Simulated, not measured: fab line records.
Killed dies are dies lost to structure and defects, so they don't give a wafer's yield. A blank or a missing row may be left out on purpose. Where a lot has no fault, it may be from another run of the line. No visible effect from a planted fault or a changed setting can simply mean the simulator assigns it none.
fab line records + flow n5Finfet
[record]
- lots = 4
- wafers = 12
- lastDay = 20
route steps=1938 shown BEOL_M5@1185 BEOL_M6@1194 PASSIVATION@1936
lots with no fault: from the same line, run without faults
startH: the number of hours between the record's first day and the start of the first shown wafer of the lot + waitH: hours elapsed since this lot's preceding step + " same as the row above + L1.1+2: several wafers, shown together as one row + - value missing, or start not given + * or withheld: withheld + < > ~ a bound
route shown NAME@n: NAME is a module with steps in the file, n the number in the route of the first one + usual: average and standard deviation across the fault-free wafers + same: alike in all rows + chamber/n: place in a boat + sites: the reading at each site + _std_site: their standard deviation + _edge_site: inner sites' mean taken away from outer sites' mean + radiusMm: how far each site lies from the wafer's centre + mask NAME#n: copy n + behind: tool/chamber where the wafer was last shaped + hold: the reason the lot was held/the length of the hold in hours/how it ended + device: transistor that didn't switch, given as n, p or np + end of line: the route-end tests of the same wafers + step lacking rows: just its recipe + killed: at the first sort, the dies lost to defects and structure; wafer yield is something else + map: dies across one wafer; x = killed, . = not, _ = none there
set.NAME: the run value of the setting; set.NAME@STEP: its run value at that earlier step + model.NAME: the simulator's own value behind a step, which no gauge read
lots at some steps of the route; a table a step, a row a wafer
services: when a tool's chamber went out of use (startH, in hours from the record's first day, below 0 if earlier), for how many hours, and the reason
[[steps]]
[step N5_BEOL_M5_ANNEAL_51]
[recipe]
- tempC = 225
- timeS = 90
- ambient = N2
[step N5_BEOL_M5_CMP_52]
[recipe]
- stopOn = SiCOH_lowk
- tOverpolishS = 6.9
- downForcePsi = 1
- platenRpm = 50
- clearingPlatenDownForcePsi = 1.5
- clearingPlatenRpm = 50
- postCmpClean = cuAlkaline
- targetThkNm = 62
- clearingPlatenPadVelocityMS = 0.99484
- padVelocityMS = 0.99484
[step N5_BEOL_M5_PRE_CLEAN_77]
[recipe]
- gas = NH3/H2
- timeS = 15
- tempC = *
- rfPowerW = 300
[step N5_BEOL_M5_CO_CAP_78]
[recipe]
- material = Co
- targetThkA = 20
- tempC = 200
- precursor = CCTBA/H2
- pressureTorr = 30
- timeS = 102.1
[step N5_BEOL_M5_PRE_CLEAN_55]
[recipe]
- gas = NH3
- timeS = 15
- tempC = withheld
- rfPowerW = 300
[step N5_BEOL_M5_DEP_56]
[recipe]
- material = SiCN
- targetThkA = 80
- tempC = withheld
- precursor = 3MS/NH3
- pressureTorr = 3
- rfW = 202
- timeS = 14
[step N5_BEOL_M6_ILD_DEP_00]
[recipe]
- material = SiCOH_lowk
- targetThkA = 1797.5
- tempC = 300
- precursor = DEMS/porogen
- pressureTorr = 5
- rfW = 500
- timeS = 33.4
[step N5_BEOL_M6_CURE_74]
[recipe]
- tempC = 385
- timeS = 240
- ambient = He/Ar
- material = SiCOH_lowk
[step N5_BEOL_M6_PECVD_70]
[recipe]
- material = SiO2
- targetThkA = 200
- tempC = 400
- precursor = TEOS/O2
- pressureTorr = 5.5
- rfW = 450
- teosFlowSccm = 53.8
- gas = O2
- flowSccm = 3000
- timeS = 22.7
[usual]
- heaterPowerW = 716/110
- showerheadPlenumPTorr = 8.76/0.058
- throttleValvePct = 22.3/1.4
| lot.wafer | tool     | chamber | startH | waitH | heaterPowerW | showerheadPlenumPTorr | throttleValvePct | model.SiO2_of_BEOL_M6_PECVD_70.thkNm |
|-----------|----------|---------|--------|-------|--------------|-----------------------|------------------|--------------------------------------|
| L519.1    | pecvd-01 | 1       | 290.05 | 0.0   | 862          | 8.83                  | 22.8             | 19.4                                 |
| L519.5    | "        | 0       | "      | "     | 719          | 8.68                  | 23.7             | 20.2                                 |
| L519.6    | "        | 2       | "      | "     | 821          | 8.67                  | 21.3             | 20.6                                 |
| L524.1    | pecvd-01 | 2       | 324.07 | 0.0   | 798          | 8.68                  | 21.2             | 20.2                                 |
| L524.3    | "        | 0       | "      | "     | 812          | 8.67                  | 23.8             | 18.6                                 |
| L524.6    | "        | 0       | "      | "     | 797          | 8.70                  | 23.8             | 20.2                                 |
| L529.1    | pecvd-01 | 2       | 333.42 | 0.0   | 838          | 8.68                  | 21.4             | 19.8                                 |
| L529.3    | "        | 0       | "      | "     | 717          | 8.68                  | 23.6             | 18.6                                 |
| L529.5    | "        | 2       | "      | "     | 648          | 8.66                  | 21.4             | 20.4                                 |
| L537.3    | pecvd-04 | 2       | 388.86 | 0.0   | 656          | 8.77                  | 21.0             | 20                                   |
| L537.5    | "        | 2       | "      | "     | 669          | 8.79                  | 20.8             | 20                                   |
| L537.6    | "        | 0       | "      | "     | 740          | 8.74                  | 21.6             | 20                                   |
[step N5_BEOL_M6_HM_DEP_02]
[recipe]
- material = TiN
- targetThkA = 200
- tempC = 25
- chamberPressurePa = 0.49996
[step N5_BEOL_M6_COAT_59]
[recipe]
- resist = SOC
- tempC = 250
- timeS = 60
- spinRpm = 1500
- resistThkNm = 100
[step N5_BEOL_M6_COAT_60]
[recipe]
- resist = SiARC
- tempC = 220
- timeS = 60
- spinRpm = 1500
- resistThkNm = 35
[step N5_BEOL_M6_COAT_05]
[recipe]
- resist = CAR-ArF
- spinRpm = 1500
- resistThkNm = 90
[step N5_BEOL_M6_EBR_07]
[recipe]
- solvent = PGMEA
- ebrWidthMm = 1.5
[step N5_BEOL_M6_SOFTBAKE_06]
[recipe]
- tempC = 110
- timeS = 60
- resist = CAR-ArF
[step N5_BEOL_M6_EXPOSE_08]
[recipe]
- maskId = M6
- na = 1.35
- sourceShape = dipole
- sigmaInner = 0.817
- sigmaOuter = 0.97
- polarization = te
- doseMj = 68.25
[step N5_BEOL_M6_PEB_09]
[recipe]
- pebTempC = withheld
- pebTimeS = 60
- resist = CAR-ArF
[step N5_BEOL_M6_DEVELOP_10]
[recipe]
- developTimeS = 30
- developer = TMAH
- resist = CAR-ArF
- rinseLiquid = diw
- dry = airSpin
- devTempC = 23
[step N5_BEOL_M6_DESCUM_16]
[recipe]
- chemistry = O2
- timeS = 7.9
- sourcePowerW = 50
- biasPowerW = 20
- pressureMtorr = 20
- rfFrequencyHz = 2.712e+07
- tempC = 40
- resist = CAR-ArF
- o2FlowSccm = 225
[step N5_BEOL_M6_ETCH_61]
[recipe]
- chemistry = CF4
- target = SiARC
- targetDepthA = 455
- maskMaterial = CAR-ArF
- timeS = 75.8
- ionEnergyEv = 80
- pressureMtorr = 40
- sourceW = 545
- biasW = 36
- Ar_flow_sccm = 100
- cf4FlowSccm = 100
- ends = cleared
[step N5_BEOL_M6_ETCH_62]
[recipe]
- chemistry = N2/H2
- target = SOC
- targetDepthA = 1100
- overetchA = 220
- maskMaterial = SiARC
- tempC = 40
- timeS = 165
- ionEnergyEv = 200
- pressureMtorr = 30
- sourceW = 840
- biasW = 150
- n2FlowSccm = 200
- h2FlowSccm = 200
[step N5_BEOL_M6_STRIP_68]
[recipe]
- chemistry = N2/H2
- tempC = 40
- n2FlowSccm = 200
- h2FlowSccm = 200
- rfFrequencyHz = 6e+07
[step N5_BEOL_M6_STRIP_67]
[recipe]
- chemistry = CF4
- resist = SiARC
- powerW = 300
- biasPowerW = 75
- pressureMtorr = 50
- cf4FlowSccm = 150
- rfFrequencyHz = 6e+07
[step N5_BEOL_M6_HM_OPEN_17]
[recipe]
- chemistry = Cl2/BCl3
- targetDepthA = 200
- overetchA = 60
- target = TiN
- maskMaterial = SOC
- ionEnergyEv = 150
- pressureMtorr = 10
- icpW = 1000
- biasW = 126
- Cl2_flow_sccm = 53.25
- bcl3FlowSccm = 21.75
- Ar_flow_sccm = 25
[step N5_BEOL_M6_STRIP_19]
[recipe]
- chemistry = O2
- powerW = 400
- tempC = 40
- pressureMtorr = 30
- rfFrequencyHz = 6e+07
- biasPowerW = 0
- overashFraction = 0.2
- o2FlowSccm = 225
[step N5_BEOL_M6_COAT_63]
[recipe]
- resist = SOC
- tempC = 250
- timeS = 60
- spinRpm = 1500
- resistThkNm = 60
[step N5_BEOL_M6_COAT_64]
[recipe]
- resist = SiARC
- tempC = 220
- timeS = 60
- spinRpm = 1500
- resistThkNm = 12
[step N5_BEOL_M6_COAT_71]
[recipe]
- resist = underlayer
- tempC = 205
- timeS = 60
- spinRpm = 1500
- resistThkNm = 5
[step N5_BEOL_M6_COAT_22]
[recipe]
- resist = CAR-EUV
- spinRpm = 1500
- resistThkNm = 30
[step N5_BEOL_M6_EBR_24]
[recipe]
- solvent = PGMEA
- ebrWidthMm = 1.5
[step N5_BEOL_M6_SOFTBAKE_23]
[recipe]
- tempC = 110
- timeS = 60
- resist = CAR-EUV
[step N5_BEOL_M6_EXPOSE_25]
[recipe]
- maskId = V5
- na = 0.33
- sourceShape = annular
- sigmaInner = 0.4
- sigmaOuter = 0.8
- polarization = unpolarized
- targetCdNm = 40
- doseMj = 45
[step N5_BEOL_M6_PEB_26]
[recipe]
- pebTempC = 100
- pebTimeS = 60
- resist = CAR-EUV
[step N5_BEOL_M6_DEVELOP_27]
[recipe]
- developTimeS = 30
- developer = TMAH
- resist = CAR-EUV
- rinseLiquid = surfactantRinse
- dry = airSpin
- devTempC = 23
[step N5_BEOL_M6_HM_STRIP_39]
[recipe]
- chemistry = peroxideTinStrip
- material = TiN
- targetDepthA = 250
- tempC = 50
- timeS = 158
[usual]
- tempC = 50.02/0.12
| lot.wafer | tool        | chamber | startH | waitH | tempC | model.SiO2_of_BEOL_M6_PECVD_70.thkNm |
|-----------|-------------|---------|--------|-------|-------|--------------------------------------|
| L519.1    | wetBench-06 | 1       | 293.77 | 0.0   | 50.14 | 19.2                                 |
| L519.5    | "           | 5       | "      | "     | 50.10 | 20.2                                 |
| L519.6    | "           | 3       | "      | "     | 50.02 | 20.4                                 |
| L524.1    | wetBench-05 | 3       | 328.91 | 0.0   | 49.95 | 20                                   |
| L524.3    | "           | 1       | "      | "     | 50.14 | 18.4                                 |
| L524.6    | "           | 0       | "      | "     | 50.35 | 20                                   |
| L529.1    | wetBench-02 | 5       | 337.39 | 0.0   | 49.99 | 19.8                                 |
| L529.3    | "           | 1       | "      | "     | 50.30 | 18.4                                 |
| L529.5    | "           | 4       | "      | "     | 50.16 | 20.2                                 |
| L537.3    | wetBench-05 | 5       | 392.31 | 0.0   | 50.08 | 19.8                                 |
| L537.5    | "           | 4       | "      | "     | 50.05 | 20                                   |
| L537.6    | "           | 6       | "      | "     | 50.00 | 19.8                                 |
[step N5_PASSIVATION_PROBE_49]
[usual]
- defectLimitedYield = 91.4/1.4
- killed_at_M0_to_M3 = 34/9.1
- killed_at_M4_up = 14/5.2
- killedAtContacts = 12/6.4
- killedAtFrontEnd = 38/11
- killedAtOther = 3.7/2.8
- killedDies = 102/17
- killedOpen = 68/13
- killedShort = 32/7.8
- sort_bin_5_function = 5.1/1
- sort_bin_6_memory = 3.2/0.66
- sort_bin_8_speed = 0.1/0.92
- sortNPass = 1076/19
- sortYieldPct = 91.2/1.6
[same]
- grossDies = 1180
- killedAtBackSide = 0
- sort_bin_4_leakage[%] = 0
| lot.wafer | tool      | chamber | startH | waitH | defectLimitedYield[%] | killed_at_M0_to_M3 | killed_at_M4_up | killedAtContacts | killedAtFrontEnd | killedAtOther | killedDies | killedOpen | killedShort | sort_bin_5_function[%] | sort_bin_6_memory[%] | sort_bin_8_speed[%] | sortNPass | sortYieldPct[%] |
|-----------|-----------|---------|--------|-------|-----------------------|--------------------|-----------------|------------------|------------------|---------------|------------|------------|-------------|------------------------|----------------------|---------------------|-----------|-----------------|
| L519.1    | prober-01 | -       | 387.55 | 0.0   | 91.6                  | 46                 | 17              | 3                | 32               | 1             | 99         | 66         | 25          | 4.2                    | 3.9                  | 0                   | 1081      | 91.6            |
| L519.5    | prober-01 | -       | 387.75 | 0.2   | 91.7                  | 29                 | 13              | 6                | 47               | 3             | 98         | 60         | 35          | 5.4                    | 2.5                  | 2.1                 | 1057      | 89.6            |
| L519.6    | prober-01 | -       | 387.80 | 0.3   | 92.3                  | 33                 | 9               | 4                | 42               | 3             | 91         | 51         | 40          | 5.1                    | 2.5                  | 0                   | 1089      | 92.3            |
// killed by level:class
L519.1 BEOL_M1:geometricParticle:open=14 STI_FIN_REVEAL:geometricParticle:open=11 BEOL_M3:geometricParticle:open=9 BEOL_M2:geometricParticle:open=7 BEOL_M4:geometricParticle:open=7 FIN_SAQP:geometricParticle:short=4 DUMMY_GATE:geometricParticle:open=4 BEOL_M2:geometricParticle:short=3
L519.5 STI_FIN_REVEAL:geometricParticle:open=14 FIN_SAQP:geometricParticle:short=12 BEOL_M2:geometricParticle:open=12 GATE_CUT:geometricParticle:short=5 BEOL_M0_SAQP:geometricParticle:short=5 BEOL_M1:geometricParticle:open=5 MOL_CONTACT_COAG:geometricParticle:open=4 BEOL_M3:geometricParticle:open=4
L519.6 FIN_SAQP:geometricParticle:open=10 FIN_SAQP:geometricParticle:short=8 STI_FIN_REVEAL:geometricParticle:open=8 GATE_CUT:geometricParticle:open=6 BEOL_M2:geometricParticle:open=6 BEOL_M4:geometricParticle:open=6 BEOL_M3:geometricParticle:short=5 BEOL_M1:geometricParticle:open=4
[[services]]
| tool     | chamber | startH | hours | kind          |
|----------|---------|--------|-------|---------------|
| pecvd-01 | 0       | 280.33 | 2.1   | scheduledDown |
| pecvd-01 | 1       | 309.14 | 5.5   | scheduledDown |
| pecvd-04 | 0       | 310.70 | 5.5   | scheduledDown |
| pecvd-04 | 0       | 377.57 | 5.4   | repair        |
[[key]]
firstSign none at tools or gauges
[modelEffect]
- step = N5_BEOL_M6_PECVD_70
- value = SiO2_of_BEOL_M6_PECVD_70.thkNm
- without = 19.8
- struck = 18.6
[modelEffect]
- step = N5_BEOL_M6_HM_STRIP_39
- value = SiO2_of_BEOL_M6_PECVD_70.thkNm
- without = 19.6
- struck = 18.4
metAt N5_BEOL_M6_PECVD_70
struckWafers L524.3,L529.3
onsetBetween 290.05 324.07
[fault]
- kind = processParameterDrift
- tool = pecvd-01
- chamber = -
- onsetH = 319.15
- steps = N5_BEOL_M6_PECVD_70
- channel = timeS
- offset = *
- shape = step
- endH = 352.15
- scope = struckWafersOnly
- actsIn = *
- stated = *
